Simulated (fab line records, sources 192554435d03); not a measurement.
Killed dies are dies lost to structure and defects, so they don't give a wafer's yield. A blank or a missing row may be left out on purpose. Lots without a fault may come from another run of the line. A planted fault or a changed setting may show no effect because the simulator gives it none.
Problem report in the 8D (eight disciplines) form, filled by code | flow n5_finfet | the parts of the form that need people (team, actions taken, sign-off) are left out

1. THE PROBLEM
spin_speed_rpm at N5_BEOL_M12_COAT_65 reads a mean of 1765.1 rpm on 9 wafers of 3 lots; wafers without a fault read 1499.9 rpm with a standard deviation of 1.1. That is +99 or more standard deviations from the usual mean.
The step: time 60 s, resist thk 300 nm.
First seen on wafer L902.3, day 16 09:58, on litho_track-03. The record holds 21 wafers of 7 lots with a number at this step. Rule for "out", or "out of limits": more than 4 standard deviations from the usual mean. The other wafers with a number count as sound.

2. WHAT IT IS AND WHAT IT IS NOT
question                    | is                     | is not
which readings at this step | spin_speed_rpm         | heater_power_total_W
which lots                  | L901, L902, L904       | L892, L894, L907, L909
which wafers of those lots  | all that have a number | -
read on which tools         | litho_track-03         | litho_track-02, litho_track-04
when                        | from day 16 09:58      | up to then (6 sound wafers); but 6 sound wafers of L907, L909 came after

3. SUSPECTS, AND WHAT RULES EACH OUT
Counting: a tool at a process step up to the reading stays a suspect if it ran every lot that is out and no sound lot after the first of them.
- litho_track-03 at N5_BEOL_M12_COAT_65 (time 60 s, resist thk 300 nm): kept. It ran every lot that is out, first L902 (day 16 09:58), and no sound lot after that; its last sound lot up to then is L894 (day 13 01:25). Its own readings are out on those wafers: spin_speed_rpm.
Left after counting: litho_track-03 at N5_BEOL_M12_COAT_65.

4. THE CAUSE (what the simulator had put in)
Process parameter drift: litho_track-03, from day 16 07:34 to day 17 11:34, at N5_BEOL_M12_COAT_65. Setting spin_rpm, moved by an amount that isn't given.
Counting left only this tool.

5. THE CHAIN OF EFFECTS, in route order
Each row: a reading whose mean over the struck wafers that have a number lies more than 3 standard deviations from the usual. Only readings for which the record gives a usual standard deviation are gone through. hours: the time from each lot's start at the first step in this table that gives one to its start at this step, as a median over the lots. sigmas: the change in usual standard deviations.
hours | step                | reading        | usual      | on struck wafers | change | sigmas
0     | N5_BEOL_M12_COAT_65 | spin_speed_rpm | 1499.9 rpm | 1765.1           | +265.2 | +99 or more
The process steps in it:
- N5_BEOL_M12_COAT_65: time 60 s, resist thk 300 nm.

6. WHAT WOULD HAVE CAUGHT IT SOONER
In this record the first reading out of limits was taken at day 16 09:58, 2 hours after the fault began at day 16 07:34.
